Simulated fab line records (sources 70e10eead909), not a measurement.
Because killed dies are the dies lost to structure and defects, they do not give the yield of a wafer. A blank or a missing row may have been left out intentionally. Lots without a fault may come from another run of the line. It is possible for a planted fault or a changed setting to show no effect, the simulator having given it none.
Struck lot and sound lot, side by side || flow nand-harc || 14 out of 1302 route steps
Sound: wafers L106.3, L106.5, L106.6. Struck: wafers L120.2, L120.5, L120.6. The cause is named last.
Per side, at each step with rows, come the tool, then ch with its chambers, and then its first start. Under that, the readings that differ: sound wafers || struck wafers || difference of the means || sigmas: that difference in standard deviations of wafers without a fault.
alike: same words and numbers on both sides, and readings whose means sit less than 2 such deviations apart. not compared: any withheld reading, any reading some wafer has no value for, any bound like >300 that may hide the same value, and any number with overlapping values for which the record gives no deviation.
The two part at a step that has a row with sigmas, a row that says differs or no value, or rows on one side only. Numbers that don't overlap but have no deviation are shown without sigmas and don't part them. A reading missing from all wafers of one side parts the sides only when that side holds two or more wafers.

first, 1 step without rows for these wafers: NHARC_A_ONON_D1_DEP_19 (target thk 1000 nm).
NHARC_A_ONON_D1_THK_MEAS_21: measures by ellipsometry.
  sound on film-metro-01, day 8 18:21; struck on film-metro-02, day 14 08:04
  alike: thk-nm
following that, 1 step holds no rows for these wafers, namely NHARC_A_ONON_D1_DEP_22 (target thickness 1000 nm).
NHARC_A_ONON_D1_THK_MEAS_24: measures by ellipsometry.
  sound on film-metro-01, day 8 18:55; struck on film-metro-02, day 14 08:38
{"reading": "thk-nm (nm)", "sound": "1018 1018 1019", "struck": "998 999 999", "difference": -20, "sigmas": -2}
following that, 1 step holds no rows for these wafers, namely NHARC_A_ONON_D1_DEP_25 (target thickness 1000 nm).
NHARC_A_ONON_D1_THK_MEAS_27: measures by ellipsometry.
  sound on film-metro-01, day 8 19:29; struck on film-metro-02, day 14 09:12
  alike: thk-nm
following that, 1 step holds no rows for these wafers, namely NHARC_A_ONON_D1_DEP_28 (target thickness 1000 nm).
NHARC_A_ONON_D1_THK_MEAS_30: measures by ellipsometry.
  sound on film-metro-02, day 8 20:04; struck on film-metro-02, day 14 09:46
  alike: thk-nm
NHARC_A_ONON_D1_DEP_33: deposits SiO2, target thk 200 nm.
  sound on pecvd-02 ch 1,2, day 8 20:07; struck on pecvd-03 ch 0,2, day 14 09:52
  alike: heater-power-outer-w, heater-power-w, throttle-valve-pct
NHARC_A_ONON_D1_THK_MEAS_34: measures by ellipsometry.
  sound on film-metro-02, day 8 20:32; struck on film-metro-02, day 14 10:14
  alike: thk-nm
NHARC_A_ONON_D1_INSPECT_32:
  sound on defect-inspect-02, day 8 20:37; struck on defect-inspect-02, day 14 10:18
  alike: raw-defect-count
NHARC_A_CHANNEL_HOLE_D1_DEP_00: deposits aC, target thk 3100 nm.
  sound on acl-dep-02 ch 0, day 8 23:52; struck on acl-dep-02 ch 0, day 14 14:01
  alike: throttle-valve-pct
NHARC_A_CHANNEL_HOLE_D1_DEP_01: deposits SiON, target thk 140 nm.
  sound on pecvd-04 ch 0,1,2, day 9 01:13; struck on pecvd-04 ch 0,1, day 14 15:45
  alike: heater-power-outer-w, heater-power-w
-- break in the record here, with 15 days between the starts of the struck wafers on either side (left off in module A_CHANNEL_HOLE_D1, picked up again in module END, where the first step shown is number 1302 on the route) --
NHARC_END_SORT_01:
  at this point the record logs the struck wafers (prober-02 ch 0, day 30 02:49) and has no rows for the sound ones

## WHERE THEY PART
Last at NHARC_END_SORT_01 as far as this record goes, first at NHARC_A_ONON_D1_THK_MEAS_24.

WHY: what had been put in by the simulator
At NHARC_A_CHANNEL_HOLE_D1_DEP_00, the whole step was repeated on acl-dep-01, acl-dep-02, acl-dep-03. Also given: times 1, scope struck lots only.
